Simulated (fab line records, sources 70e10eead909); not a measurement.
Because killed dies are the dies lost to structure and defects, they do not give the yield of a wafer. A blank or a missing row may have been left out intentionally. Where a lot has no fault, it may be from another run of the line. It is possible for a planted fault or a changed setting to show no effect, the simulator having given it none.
Struck lot and sound lot, side by side | flow nand harc | 15 steps out of a route of 1302
Sound: the wafers L965.2, L965.4, L965.6. Struck: wafers L977.3, L977.5, L977.6. Last of all comes the cause.
Each step with rows lists, per side, the tool, then ch with its chambers, then its first start. Under that, the readings that differ: sound wafers | struck wafers | difference of the means | sigmas: that difference in standard deviations of wafers without a fault.
alike: a reading whose means differ by less than 2 such deviations, as well as words and numbers matching on both sides. not compared: withheld readings; readings where some wafer has no value; bounds like >300 that might hide an equal value; numbers whose values overlap and for which the record gives no deviation.
Wherever a step has rows on one side only, a row that says differs or no value, or a row with sigmas, the two part there. Numbers that have no deviation but don't overlap get no sigmas and don't part them. A reading missing from all wafers of one side parts the sides only when that side holds two or more wafers.

first, 6 steps without rows for these wafers: NHARC_A_CONTACT_COAT_36 (resist thk 90 nm); NHARC_A_CONTACT_SOFTBAKE_37 (time 55 s); NHARC_A_CONTACT_EBR_38; NHARC_A_CONTACT_EXPOSE_39 (exposes mask A CC 3); NHARC_A_CONTACT_PEB_40 (peb time 65 s); NHARC_A_CONTACT_DEVELOP_41 (develop time 35 s).
NHARC_A_CONTACT_CD_MEAS_42: the cd target is 300 nm.
  sound on cd sem-01 ch 0, day 21 21:08; struck on cd sem-03 ch 0, day 27 00:54
  alike: cd nm
NHARC_A_CONTACT_OVL_MEAS_43:
  sound on overlay-01, day 21 21:14; struck on overlay-01, day 27 00:59
  alike: overlay x nm, overlay y nm
NHARC_A_CONTACT_INSPECT_44:
  sound on defect inspect-01, day 21 21:17; struck on defect inspect-01, day 27 01:01
  alike: raw defect count
NHARC_A_CONTACT_DESCUM_47: chemistry O2, time 3 s.
  sound on rie diel-04 ch 0,1, day 21 21:20; struck on rie diel-11 ch 1,2, day 27 01:05
  alike: drypump motor current A, oes product au, rf vpp V, showerhead plenum p Torr, throttle valve pct
  not compared: rf hours counter h
NHARC_A_CONTACT_ETCH_48: etches the open film in CF4, target depth 39 nm, time 65 s.
  sound on rie diel-04 ch 0,1,3, day 21 21:26; struck on rie diel-11 ch 0,1, day 27 01:10
  reading              | sound             | struck            | difference | sigmas
  cf4 flow sccm (sccm) | 150.8 150.4 150.5 | 149.4 149.3 149.7 | -1.1       | -2
  alike: bias w, drypump motor current A, oes product au, rf fwd power W, rf vpp V, showerhead plenum p Torr, throttle valve pct
  not compared: rf hours counter h
NHARC_A_CONTACT_ETCH_49: etches the open film in N2/H2, target depth 260 nm, time 475.3 s.
  sound: rie diel-04 ch 0,1,2; struck: rie diel-11 ch 0,2,3
  alike: bias w, chamber pressure mTorr, drypump motor current A, n2 flow sccm, oes product au, rf fwd power W, rf vpp V, showerhead plenum p Torr, throttle valve pct
  not compared: rf hours counter h
NHARC_A_CONTACT_ETCH_50: etches the open film in CF4/CHF3, target depth 121 nm, time 60.5 s.
  sound on rie diel-04 ch 0,1, day 21 21:52; struck on rie diel-11 ch 0,2,3, day 27 01:37
  no value came back on the struck wafers for any of 8 readings (bias w (W), cf4 flow sccm (sccm) and others); on the sound wafers bias w (W) reads 199.8 199.5 199.9
  not compared: rf hours counter h
NHARC_A_CONTACT_ETCH_51: etches the open film in O2/COS, target depth 7000 nm, time 1820 s.
  sound: rie diel-04 ch 0,2; struck: rie diel-11 ch 0,3
  alike: bias w, chamber pressure mTorr, drypump motor current A, oes product au, rf fwd power W, rf vpp V, showerhead plenum p Torr, throttle valve pct
  not compared: rf hours counter h
-- record jumps: 3 days between struck wafers' starts before vs after; left off in module A_CONTACT, resumes in module END, first step shown is number 1302 of the route --
NHARC_END_SORT_01:
  only the struck wafers appear in the record here, on prober-02 ch 0 at day 29 23:45; the sound ones have no rows

== WHERE THEY PART ==
Earliest at NHARC_A_CONTACT_ETCH_48; latest, in this record, at NHARC_END_SORT_01.

WHY: what had been put in by the simulator
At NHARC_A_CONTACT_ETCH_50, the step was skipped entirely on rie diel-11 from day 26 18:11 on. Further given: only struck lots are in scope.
